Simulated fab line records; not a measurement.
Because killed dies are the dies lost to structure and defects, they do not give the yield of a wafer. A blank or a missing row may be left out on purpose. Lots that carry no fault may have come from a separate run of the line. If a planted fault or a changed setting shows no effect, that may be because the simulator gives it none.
What tool caused it? | flow n5-finfet | 23 lots with 69 wafers sampled at 5 steps, on a route of 1938 steps

== WHAT THE GAUGES SHOWED, per wafer ==
N5_BEOL_M9_CD_MEAS_28: the cd target is 70 nm.
lot  | measured     | on        | cd-nm (nm)
L074 | day 9 16:11  | cd-sem-01 | 69.95 69.76 69.98
L075 | day 10 03:05 | cd-sem-03 | 69.69 70.03 70.27
L077 | day 10 09:35 | cd-sem-01 | 69.99 69.92 69.80
L076 | day 11 04:28 | cd-sem-02 | 69.45 69.77 69.97
L079 | day 11 20:46 | cd-sem-02 | 69.43 69.77 69.75
L082 | day 12 09:40 | cd-sem-02 | 70.25 69.84 69.91
L080 | day 12 09:49 | cd-sem-02 | 70.26 70.04 70.16
L081 | day 12 12:56 | cd-sem-03 | 69.88 70.03 70.50
L084 | day 12 23:32 | cd-sem-03 | 69.82 69.81 70.13
L083 | day 12 23:42 | cd-sem-02 | 70.15 69.94 70.09
L086 | day 13 03:49 | cd-sem-03 | 70.23 70.26 69.87
L085 | day 13 04:26 | cd-sem-03 | 70.25 70.09 70.28
L088 | day 13 12:20 | cd-sem-02 | 69.49 69.69 70.42
L087 | day 13 17:39 | cd-sem-01 | 69.47 69.78 70.22
L090 | day 13 21:28 | cd-sem-02 | 69.45 69.19 69.30
L089 | day 14 05:53 | cd-sem-03 | 70.10 69.63 69.71
L091 | day 14 15:28 | cd-sem-03 | 70.19 69.76 69.60
L092 | day 14 17:59 | cd-sem-01 | 69.79 69.80 69.88
L093 | day 15 03:27 | cd-sem-03 | 69.86 69.69 69.84
L094 | day 15 07:40 | cd-sem-02 | 70.14 70.48 70.37
L095 | day 15 19:04 | cd-sem-01 | 70.05 69.76 70.23
L096 | day 16 01:37 | cd-sem-01 | 69.71 69.69 70.11
L097 | day 16 04:50 | cd-sem-01 | 70.28 69.85 70.05

N5_BEOL_M10_CD_MEAS_18: pitch 140 nm, target cd 70 nm.
lot  | measured     | on        | cd-nm (nm)
L074 | day 9 22:03  | cd-sem-03 | 70.9 71.4 71.0
L075 | day 10 11:37 | cd-sem-03 | 71.6 70.0 69.3
L077 | day 10 16:13 | cd-sem-02 | 70.0 70.4 70.1
L076 | day 11 09:56 | cd-sem-03 | 70.9 71.0 70.4
L079 | day 12 02:43 | cd-sem-02 | 69.5 69.0 69.9
L082 | day 12 18:14 | cd-sem-02 | 71.1 70.3 70.3
L080 | day 12 17:56 | cd-sem-01 | 71.3 70.4 69.5
L081 | day 12 18:27 | cd-sem-03 | 69.9 68.3 68.5
L084 | day 13 05:23 | cd-sem-01 | 70.4 71.4 69.5
L083 | day 13 06:52 | cd-sem-01 | 70.4 70.5 70.2
L086 | day 13 10:00 | cd-sem-01 | 70.2 70.4 71.5
L085 | day 13 10:16 | cd-sem-03 | 70.6 70.8 70.7
L088 | day 13 18:52 | cd-sem-03 | 70.2 70.7 71.6
L087 | day 13 22:53 | cd-sem-03 | 70.1 69.5 70.5
L090 | day 14 05:17 | cd-sem-03 | 70.6 70.0 69.7
L089 | day 14 13:14 | cd-sem-02 | 70.9 70.0 69.8
L091 | day 14 22:08 | cd-sem-03 | 71.5 70.4 71.4
L092 | day 15 03:46 | cd-sem-02 | 70.7 70.9 70.6
L093 | day 15 09:39 | cd-sem-02 | 69.1 70.2 69.2
L094 | day 15 14:34 | cd-sem-01 | 70.4 69.6 70.8
L095 | day 16 03:21 | cd-sem-01 | 70.1 70.1 68.9
L096 | day 16 07:14 | cd-sem-02 | 70.0 70.2 69.8
L097 | day 16 10:20 | cd-sem-02 | 70.0 70.0 69.2

N5_BEOL_M10_OVL_MEAS_29.
lot  | measured     | on         | V9_OVL (nm)
L074 | day 9 22:50  | overlay-02 | 0.3 0.7 1.0
L075 | day 10 14:01 | overlay-02 | 0.8 0.6 1.4
L077 | day 10 17:32 | overlay-02 | 1.2 0.9 1.0
L076 | day 11 12:03 | overlay-01 | 0.1 -0.5 -0.6
L079 | day 12 04:23 | overlay-01 | 1.1 1.0 0.9
L082 | day 12 21:22 | overlay-01 | -0.3 0.6 0.6
L080 | day 12 21:02 | overlay-01 | 0.7 1.0 0.6
L081 | day 12 21:12 | overlay-01 | 0.7 1.1 0.3
L084 | day 13 05:43 | overlay-02 | 0.3 0.6 0.9
L083 | day 13 07:58 | overlay-02 | 1.2 -0.2 -0.6
L086 | day 13 12:24 | overlay-01 | 0.0 0.1 0.0
L085 | day 13 12:14 | overlay-02 | 0.3 0.0 0.7
L088 | day 13 21:16 | overlay-02 | -0.4 -0.5 0.1
L087 | day 13 23:19 | overlay-02 | 0.4 1.5 0.8
L090 | day 14 05:55 | overlay-02 | 0.6 1.1 1.2
L089 | day 14 15:49 | overlay-01 | 0.4 0.0 0.2
L091 | day 15 01:35 | overlay-02 | -0.1 0.4 -0.2
L092 | day 15 04:16 | overlay-01 | 0.2 -0.1 0.3
L093 | day 15 10:07 | overlay-02 | -0.4 0.5 -0.4
L094 | day 15 14:53 | overlay-01 | -0.8 0.4 -0.1
L095 | day 16 03:51 | overlay-02 | -0.3 0.0 -0.4
L096 | day 16 08:20 | overlay-01 | 0.9 0.8 -0.3
L097 | day 16 11:18 | overlay-02 | 1.4 1.0 0.8

== TOOL THAT RAN EACH LOT (tool first, then ch and the chambers of the sampled wafers, then the start) ==
lot  | N5_BEOL_M9_ETCH_76                 | N5_BEOL_M10_ETCH_61
L074 | rie-diel-02 ch 0,1,3, day 9 16:20  | rie-diel-06 ch 0,1,2, day 9 21:38
L075 | rie-diel-03 ch 1,2, day 10 03:21   | rie-diel-06 ch 1,3, day 10 11:11
L077 | rie-diel-02 ch 0,3, day 10 09:45   | rie-diel-04 ch 1,2,3, day 10 15:47
L076 | rie-diel-03 ch 2,3, day 11 04:37   | rie-diel-04 ch 0,1, day 11 09:28
L079 | rie-diel-02 ch 1,2,3, day 11 20:55 | rie-diel-04 ch 0,1,3, day 12 02:18
L082 | rie-diel-03 ch 0,1,2, day 12 09:49 | rie-diel-04 ch 0,1,3, day 12 17:49
L080 | rie-diel-03 ch 1,2,3, day 12 10:14 | rie-diel-06 ch 0,2,3, day 12 17:26
L081 | rie-diel-02 ch 2,3, day 12 13:05   | rie-diel-06 ch 0,1,3, day 12 17:55
L084 | rie-diel-03 ch 2,3, day 12 23:41   | rie-diel-06 ch 1,2,3, day 13 04:58
L083 | rie-diel-02 ch 0,1,2, day 12 23:52 | rie-diel-06 ch 1,2, day 13 06:23
L086 | rie-diel-05 ch 0,2, day 13 04:05   | rie-diel-06 ch 0,1,3, day 13 09:25
L085 | rie-diel-03 ch 0,3, day 13 04:37   | rie-diel-06 ch 1,2, day 13 09:43
L088 | rie-diel-05 ch 0,1,3, day 13 12:29 | rie-diel-01 ch 0,2, day 13 18:27
L087 | rie-diel-05 ch 0,2,3, day 13 17:48 | rie-diel-04 ch 0,1,2, day 13 22:28
L090 | rie-diel-02 ch 0,1,2, day 13 21:54 | rie-diel-06 ch 1,3, day 14 04:46
L089 | rie-diel-02 ch 0,1, day 14 06:02   | rie-diel-01 ch 0,2, day 14 12:49
L091 | rie-diel-02 ch 0,2, day 14 16:17   | rie-diel-06 ch 1,2, day 14 21:37
L092 | rie-diel-05 ch 0,2, day 14 18:13   | rie-diel-06 ch 0,2,3, day 15 03:20
L093 | rie-diel-03 ch 1,2,3, day 15 03:37 | rie-diel-04 ch 1,2,3, day 15 09:13
L094 | rie-diel-02 ch 2,3, day 15 07:49   | rie-diel-06 ch 1,2, day 15 14:09
L095 | rie-diel-05 ch 0,1,3, day 15 19:13 | rie-diel-01 ch 0,1,2, day 16 02:51
L096 | rie-diel-03 ch 0,2,3, day 16 01:46 | rie-diel-06 ch 0,3, day 16 06:43
L097 | rie-diel-02 ch 0,2,3, day 16 04:59 | rie-diel-01 ch 0,1,2, day 16 09:55
- N5_BEOL_M9_ETCH_76: etches underlayer in N2/H2, target depth 6.5 nm, time 5.2 s.
- N5_BEOL_M10_ETCH_61: etches SiARC in CF4, target depth 39 nm, time 65 s.

== AS READ BY THE TOOLS THEMSELVES (means over the sampled wafers that have a number; for cases with no such wafer, the mark the record gives instead) ==
N5_BEOL_M9_ETCH_76.
lot  | tool        | drypump-motor-current-A (A) | etch-rf-on-time-s (s) | oes-product-au (a.u.) | rf-vpp-V (V) | showerhead-plenum-p-Torr (Torr) | throttle-valve-pct (%)
L074 | rie-diel-02 | 5.9                         | 5.33                  | 0.61                  | 525.3        | 2.61                            | 17.79
L075 | rie-diel-03 | 5.5                         | 4.99                  | 0.69                  | 524.8        | 2.54                            | 18.04
L077 | rie-diel-02 | 5.6                         | 5.36                  | 0.59                  | 525.3        | 2.61                            | 17.83
L076 | rie-diel-03 | 5.6                         | 5.16                  | 0.74                  | 525.6        | 2.61                            | 17.93
L079 | rie-diel-02 | 6.2                         | 5.31                  | 0.68                  | 527.0        | 2.64                            | 17.68
L082 | rie-diel-03 | 5.8                         | 4.98                  | 0.72                  | 523.9        | 2.53                            | 18.00
L080 | rie-diel-03 | 5.4                         | 5.07                  | 0.67                  | 525.4        | 2.58                            | 18.02
L081 | rie-diel-02 | 6.2                         | 5.39                  | 0.63                  | 526.4        | 2.65                            | 17.80
L084 | rie-diel-03 | 5.6                         | 5.20                  | 0.72                  | 525.5        | 2.61                            | 17.94
L083 | rie-diel-02 | 5.8                         | 5.25                  | 0.75                  | 526.4        | 2.62                            | 17.51
L086 | rie-diel-05 | 6.6                         | 5.42                  | 0.61                  | 522.0        | 2.46                            | 17.77
L085 | rie-diel-03 | 5.2                         | 5.10                  | 0.66                  | 525.2        | 2.58                            | 17.97
L088 | rie-diel-05 | 6.0                         | 5.31                  | 0.66                  | 523.8        | 2.55                            | 17.87
L087 | rie-diel-05 | 6.4                         | 5.37                  | 0.60                  | 523.6        | 2.53                            | 17.95
L090 | rie-diel-02 | 5.8                         | 5.26                  | 0.73                  | 524.6        | 2.62                            | 17.52
L089 | rie-diel-02 | 5.9                         | 5.27                  | 0.70                  | 525.7        | 2.58                            | 17.63
L091 | rie-diel-02 | 5.4                         | 5.34                  | 0.76                  | 526.9        | 2.62                            | 17.45
L092 | rie-diel-05 | 6.6                         | 5.33                  | 0.61                  | 522.3        | 2.48                            | 17.84
L093 | rie-diel-03 | 5.4                         | 5.12                  | 0.65                  | 524.2        | 2.57                            | 18.05
L094 | rie-diel-02 | 6.2                         | 5.26                  | 0.79                  | 526.8        | 2.65                            | 17.49
L095 | rie-diel-05 | 5.9                         | 5.30                  | 0.64                  | 523.3        | 2.54                            | 17.90
L096 | rie-diel-03 | 5.6                         | 5.24                  | 0.69                  | 522.5        | 2.56                            | 17.97
L097 | rie-diel-02 | 5.8                         | 5.19                  | 0.77                  | 526.6        | 2.63                            | 17.47

N5_BEOL_M10_ETCH_61.
lot  | tool        | drypump-motor-current-A (A) | etch-rf-on-time-s (s) | mfc-ar-sccm (sccm) | oes-product-au (a.u.) | rf-vpp-V (V) | showerhead-plenum-p-Torr (Torr) | throttle-valve-pct (%)
L074 | rie-diel-06 | 5.8                         | 62.5                  | 100.0              | 0.70                  | 184.9        | 2.21                            | 15.47
L075 | rie-diel-06 | 5.5                         | 65.1                  | 100.1              | 0.73                  | 184.3        | 2.14                            | 15.55
L077 | rie-diel-04 | 5.6                         | 65.9                  | 99.9               | 0.69                  | 184.3        | 2.13                            | 15.52
L076 | rie-diel-04 | 5.9                         | 63.3                  | 99.5               | 0.74                  | 184.4        | 2.15                            | 15.45
L079 | rie-diel-04 | 5.7                         | 64.1                  | 100.0              | 0.70                  | 183.2        | 2.10                            | 15.53
L082 | rie-diel-04 | 5.7                         | 64.8                  | 100.1              | 0.69                  | 184.2        | 2.10                            | 15.55
L080 | rie-diel-06 | 5.3                         | 64.7                  | 100.1              | 0.67                  | 184.3        | 2.15                            | 15.60
L081 | rie-diel-06 | 5.5                         | 64.5                  | 100.0              | 0.67                  | 184.9        | 2.17                            | 15.55
L084 | rie-diel-06 | 5.7                         | 62.5                  | 99.9               | 0.72                  | 185.7        | 2.16                            | 15.55
L083 | rie-diel-06 | 6.1                         | 60.6                  | 100.1              | 0.73                  | 185.3        | 2.21                            | 15.49
L086 | rie-diel-06 | 5.5                         | 65.3                  | 100.1              | 0.67                  | 184.2        | 2.17                            | 15.57
L085 | rie-diel-06 | 6.2                         | 61.7                  | 100.2              | 0.72                  | 185.0        | 2.21                            | 15.49
L088 | rie-diel-01 | 5.3                         | 65.2                  | 100.0              | 0.67                  | 184.5        | 2.17                            | 15.54
L087 | rie-diel-04 | 5.9                         | 65.0                  | 99.9               | 0.66                  | 183.9        | 2.12                            | 15.51
L090 | rie-diel-06 | 5.5                         | 65.7                  | 99.7               | 0.69                  | 184.1        | 2.13                            | 15.61
L089 | rie-diel-01 | 5.5                         | 65.0                  | 99.6               | 0.67                  | 184.2        | 2.12                            | 15.52
L091 | rie-diel-06 | 6.0                         | 61.0                  | 99.9               | 0.70                  | 183.8        | 2.19                            | 15.56
L092 | rie-diel-06 | 5.4                         | 62.9                  | 100.2              | 0.75                  | 184.1        | 2.15                            | 15.47
L093 | rie-diel-04 | 5.6                         | 65.6                  | 100.2              | 0.65                  | 183.6        | 2.11                            | 15.60
L094 | rie-diel-06 | 6.0                         | 61.6                  | 100.0              | 0.70                  | 184.5        | 2.18                            | 15.57
L095 | rie-diel-01 | 5.4                         | 64.3                  | 100.1              | 0.69                  | 184.6        | 2.12                            | 15.55
L096 | rie-diel-06 | 5.1                         | 64.5                  | 100.1              | 0.72                  | 183.5        | 2.11                            | 15.52
L097 | rie-diel-01 | 5.3                         | 64.0                  | 99.9               | 0.68                  | 184.2        | 2.12                            | 15.55

== THE ANSWER, worked out from the rows above alone ==
Rule: the usual values come from the lots themselves. The widest of any qualifying gaps counts: lots, ordered by their means at a reading, are off when they make up no more than a third of the lots, leave a main group of 4 or more, and stand apart from it by 3 or more times the standard deviation of that group's means. The tables above print the reading to a certain number of digits; a main group whose means all agree to those digits is not used. A lot without any number at a reading at which 4 lots or more have one is off too. Any other lot the step has rows for is counted as sound. Order of review: gauges by route order, followed by the tools' own readings, for which a lot's mean as printed above is used. At the first step where some lot is off, the reading lying furthest off is the one used; lots without a number count as furthest.
Nothing can be told from this: no lot is off at any reading shown.

== WHAT THE SIMULATOR HAD PUT IN ==
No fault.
